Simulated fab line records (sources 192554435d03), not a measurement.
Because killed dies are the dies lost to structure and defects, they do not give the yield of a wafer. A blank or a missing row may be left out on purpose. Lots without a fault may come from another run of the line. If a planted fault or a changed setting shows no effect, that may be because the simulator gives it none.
Struck lot and sound lot, side by side / flow n5Finfet / 15 steps out of a route of 1938
Sound: these wafers, L337.3, L337.5, L337.6. Struck: wafers L332.3, L332.4, L332.5. The cause is given at the end.
For every step that has rows: the tool of each side, followed by ch and its chambers, followed by its first start. Under that, the readings that differ: sound wafers / struck wafers / difference of the means / sigmas: that difference in standard deviations of wafers without a fault.
alike: a reading whose means differ by less than 2 such deviations, as well as words and numbers matching on both sides. not compared: withheld readings; readings where some wafer has no value; bounds like >300 that might hide an equal value; numbers whose values overlap and for which the record gives no deviation.
The two part at a step that has a row with sigmas, a row that says differs or no value, or rows on one side only. Non-overlapping numbers with no deviation appear without sigmas and do not part them. Lack of a reading on every wafer of one side parts them only where that side has two or more wafers.

first, 9 steps without rows for these wafers: N5_BEOL_M2_COAT_76 (time 60 s, resist thk 5 nm); N5_BEOL_M2_COAT_22 (resist thk 30 nm); N5_BEOL_M2_EBR_24; N5_BEOL_M2_SOFTBAKE_23 (time 60 s); N5_BEOL_M2_EXPOSE_25 (exposes mask V1, defocus 5 nm); N5_BEOL_M2_PEB_26 (peb time 60 s); N5_BEOL_M2_DEVELOP_27 (develop time 30 s); N5_BEOL_M2_DESCUM_33 (chemistry O2, time 7 s); N5_BEOL_M2_ETCH_77 (etches underlayer in N2/H2, target depth 6.5 nm, time 5.2 s).
N5_BEOL_M2_ETCH_69: etches SiARC in CF4, target depth 15.6 nm, time 26 s.
  sound on rieDiel-04 ch 1,2, day 10 11:04; struck on rieDiel-01 ch 0,3, day 9 12:51
  no value came back on the struck wafers for any of 8 readings (biasW (W), cf4FlowSccm (sccm) and others); on the sound wafers biasW (W) reads 36.04 36.03 35.90
reading=model.CAR-EUV_of_BEOL_M2_COAT_22.thkNm (nm); sound=11 11 11.2; struck=20.2 20.2 20.4; difference=+9.2; sigmas=
  not compared: rfHoursCounterH
then, 1 step without rows for these wafers: N5_BEOL_M2_ALD_98 (deposits SiO2, target thk 2.5 nm, pulse time 1 s, co reactant pulse time 1 s).
N5_BEOL_M2_ETCHBACK_99: etches SiO2 in CHF3, target depth 5 nm, time 10.4 s.
  sound on rieDiel-03 ch 0,2,3, day 10 14:49; struck on rieDiel-01 ch 0,3, day 10 02:13
reading=oesProductAu (a.u.); sound=0.90 0.84 0.90; struck=0.32 0.26 0.32; difference=-0.58; sigmas=-6
reading=model.CAR-EUV_of_BEOL_M2_COAT_22.thkNm (nm); sound=10.4 10.2 10.4; struck=19.4 19.6 19.6; difference=+9.2; sigmas=
  alike: drypumpMotorCurrentA, oes_ar_750_au, oes_f_703_au, rfVppV, showerheadPlenumPTorr, throttleValvePct
  not compared: rfHoursCounterH
N5_BEOL_M2_ETCH_70: etches SOC in N2/H2, target depth 80 nm, overetch 24 nm, time 130 s.
  sound on rieDiel-03 ch 0,2,3, day 10 14:51; struck on rieDiel-01 ch 0,3, day 10 02:14
reading=oesProductAu (a.u.); sound=0.64 0.60 0.64; struck=0.32 0.27 0.32; difference=-0.32; sigmas=-5
  alike: biasW, chamberPressureMTorr, drypumpMotorCurrentA, rfVppV, showerheadPlenumPTorr, throttleValvePct
  not compared: rfHoursCounterH
N5_BEOL_M4_RC_MEAS_101:
  the record has rows for the sound wafers here (prober-02 ch 0, day 12 03:38) and none for the struck ones
-- the record jumps here: 5 days lie between the struck wafers' starts before and after (it left off in module BEOL_M4 and takes up again in module PASSIVATION, whose first step shown is number 1936 of the route) --
N5_PASSIVATION_PROBE_49:
  sound on prober-01 at day 16 09:24; struck on prober-02 at day 15 10:46
reading=defectLimitedYield (%); sound=92.3 90.6 91.6; struck=0 0 0; difference=-92; sigmas=-65
reading=killed_at_M0_to_M3; sound=17 19 30; struck=1100 1097 1114; difference=+1082; sigmas=+98
reading=killedDies; sound=91 111 99; struck=1180 1180 1180; difference=+1080; sigmas=+64
reading=killedOnRim; sound=11 16 12; struck=152 152 152; difference=+139; sigmas=+34
reading=sort_bin_5_function (%); sound=4.3 5.0 5.4; struck=95.9 96.6 96.5; difference=+91.4; sigmas=+99 or more
reading=sortNPass; sound=1089 1069 1081; struck=0 0 0; difference=-1080; sigmas=-64
reading=sortYieldPct (%); sound=92.3 90.6 91.6; struck=0 0 0; difference=-92; sigmas=-65
  alike: killed_at_M4_up, killedAtContacts, killedAtFrontEnd, killedAtOther, killedOpen, killedShort, sort_bin_6_memory

WHERE THEY PART
First at N5_BEOL_M2_ETCH_69; last, within this record, at N5_PASSIVATION_PROBE_49.

WHY: whatever the simulator had introduced
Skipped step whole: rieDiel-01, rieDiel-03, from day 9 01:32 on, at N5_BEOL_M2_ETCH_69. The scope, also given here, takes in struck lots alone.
